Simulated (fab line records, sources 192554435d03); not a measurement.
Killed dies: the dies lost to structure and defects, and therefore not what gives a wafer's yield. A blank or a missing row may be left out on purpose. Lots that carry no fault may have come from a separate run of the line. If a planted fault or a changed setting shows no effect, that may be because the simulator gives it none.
Code-filled problem report in 8D (eight disciplines) form ; flow n5 finfet ; the parts of the form that need people (team, actions taken, sign-off) are left out

## 1. WHAT WENT WRONG
spin speed rpm at N5_BEOL_M9_COAT_60 reads a mean of 1666.2 rpm on 6 wafers of 2 lots; wafers without a fault read 1500.0 rpm with a standard deviation of 1. So: +99 or more standard deviations from the usual mean.
The step: time 60 s, resist thk 30 nm.
First seen on wafer L779.1, day 10 02:11, on litho track-01. The record holds 18 wafers of 6 lots with a number at this step. Rule for "out" (also "out of limits"): further than 4 standard deviations from the usual mean. All remaining wafers that have a number are taken as sound.

## 2. WHAT THIS IS AND IS NOT
question;is;is not
which readings at this step;spin speed rpm;-
which lots;L779, L782;L778, L780, L790, L793
which wafers of those lots;all that have a number;-
read on which tools;litho track-01;litho track-02
when;from day 10 02:11;"up to then (3 sound wafers); but 9 sound wafers of L780, L790, L793 came after"

## 3. SUSPECTS, AND WHAT RULES EACH OUT
Counting: a tool at a process step up to the reading stays a suspect if it ran every lot that is out and no sound lot after the first of them.
- pecvd-01 at N5_BEOL_M8_DEP_56 (deposits SiCN from 3MS/NH3, target thk 10 nm, time 17.5 s): ruled out as a lasting fault. Following L779 (day 10 00:40), the first lot on it that is out, the sound lots L790 were run on it.
- litho track-01 at N5_BEOL_M9_COAT_60 (time 60 s, resist thk 30 nm): ruled out as a lasting fault. Following L779 (day 10 02:11), the first lot on it that is out, the sound lots L790 were run on it.
Left after counting: nothing in the record.

## 4. THE CAUSE (what the simulator had put in)
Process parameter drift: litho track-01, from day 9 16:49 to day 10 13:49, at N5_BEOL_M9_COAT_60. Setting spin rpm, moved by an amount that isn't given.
Counting ruled it out, wrongly.

## 5. THE CHAIN OF EFFECTS, in route order
Rows list readings where the struck wafers' mean (over those with a number) sits beyond 3 standard deviations from the usual. Only readings for which the record gives a usual standard deviation are gone through. hours: the time from each lot's start at the first step in this table that gives one to its start at this step, as a median over the lots. sigmas: the change in usual standard deviations.
hours;step;reading;usual;on struck wafers;change;sigmas
0;N5_BEOL_M9_COAT_60;spin speed rpm;1500.0 rpm;1666.2;+166.2;+99 or more
Here are the process steps it includes:
- N5_BEOL_M9_COAT_60: time 60 s, resist thk 30 nm.
Later measuring or inspecting steps at which every struck wafer that the step has a row for has a number for every such reading, and none has moved that far: N5_BEOL_M9_CD_MEAS_11, N5_BEOL_M9_OVL_MEAS_12, N5_BEOL_M9_INSPECT_13.

## 6. HOW IT WOULD HAVE BEEN CAUGHT EARLIER
First out-of-limits reading in this record: day 10 02:11, which is 9 hours after fault onset at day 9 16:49.
